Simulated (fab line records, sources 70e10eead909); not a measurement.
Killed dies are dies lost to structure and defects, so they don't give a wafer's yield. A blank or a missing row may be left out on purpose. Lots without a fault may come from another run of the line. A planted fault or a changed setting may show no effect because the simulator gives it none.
One fault seen from 2 desks | flow nand_harc | each desk has only its own numbers; what lay behind them comes last

THE TOOL OWNER'S DESK: cmp-03
The tool's own readings at NHARC_P_M0_CMP_23 (polishes, t overpolish 20 s, target thk 117.54 nm): means of the sampled wafers that have a number, for each lot that ran on this tool. A lot is out of limits, marked OUT, if its mean lies more than 4 standard deviations from the usual mean; the brackets give that distance.
Columns: A = motor_current_A at NHARC_P_M0_CMP_23, usual 11.5 A; B = time_to_endpoint_s at NHARC_P_M0_CMP_23, usual 29.1 s
lot  | first seen here | A    | B
L806 | day 7 03:49     | 12.2 | 29.1
L811 | day 9 01:40     | 12.2 | 29.1
L814 | day 10 05:07    | 12.3 | 29.3
L819 | day 12 04:32    | 12.1 | 27.7
L821 | day 13 06:19    | 11.7 | 29.3
L826 | day 15 09:01    | 13.1 | 28.3
This desk's finding: nothing out of limits on any of the 6 lots.

THE DEFECT DESK
What the inspections along the route counted, lot by lot: means of the sampled wafers that have a number. A lot is out of limits, marked OUT, if its mean lies more than 4 standard deviations from the usual mean; the brackets give that distance.
Columns: A = raw_defect_count at NHARC_P_M0_INSPECT_11, usual 3.9; B = raw_defect_count at NHARC_P_M0_INSPECT_27, usual 280; C = raw_defect_count at NHARC_P_M1_INSPECT_11, usual 4.0
lot  | first seen here | A   | B   | C
L806 | day 7 01:35     | 6.0 | 155 | 5.3
L808 | day 7 16:42     | 3.7 | 286 | 2.3
L810 | day 8 13:30     | 5.3 | 272 | 4.7
L811 | day 8 23:37     | 4.3 | 264 | 5.0
L814 | day 10 03:03    | 5.0 | 207 | 6.0
L819 | day 12 02:11    | 1.0 | 616 | 291.7 (+99 or more) OUT
L821 | day 13 04:11    | 2.3 | 576 | 276.0 (+99 or more) OUT
L822 | day 13 16:21    | 3.3 | 282 | 1.7
L824 | day 14 10:47    | 2.7 | 442 | 2.7
L826 | day 15 06:55    | 3.7 | 226 | 3.7
L827 | day 15 13:37    | 3.3 | 424 | 3.0
This desk's finding: out of limits on L819, L821; first on L819, day 12 06:32 (raw_defect_count at NHARC_P_M1_INSPECT_11). In limits: L806, L808, L810, L811, L814, L822, L824, L826, L827.

PUT TOGETHER
The defect desk could have raised an alarm at day 12 06:32, on L819, L821.
The tool owner's desk saw nothing out of limits.
The tool owner's desk has L819, L821 on record, within its limits.
Of the lots named, all ran NHARC_P_M0_CMP_23 on cmp-03.

WHAT THE SIMULATOR HAD PUT IN
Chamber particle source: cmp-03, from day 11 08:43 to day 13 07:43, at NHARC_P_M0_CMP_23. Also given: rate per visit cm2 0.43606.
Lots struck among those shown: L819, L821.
Hours from the fault's start to each desk's first reading out of limits: the defect desk, 22.
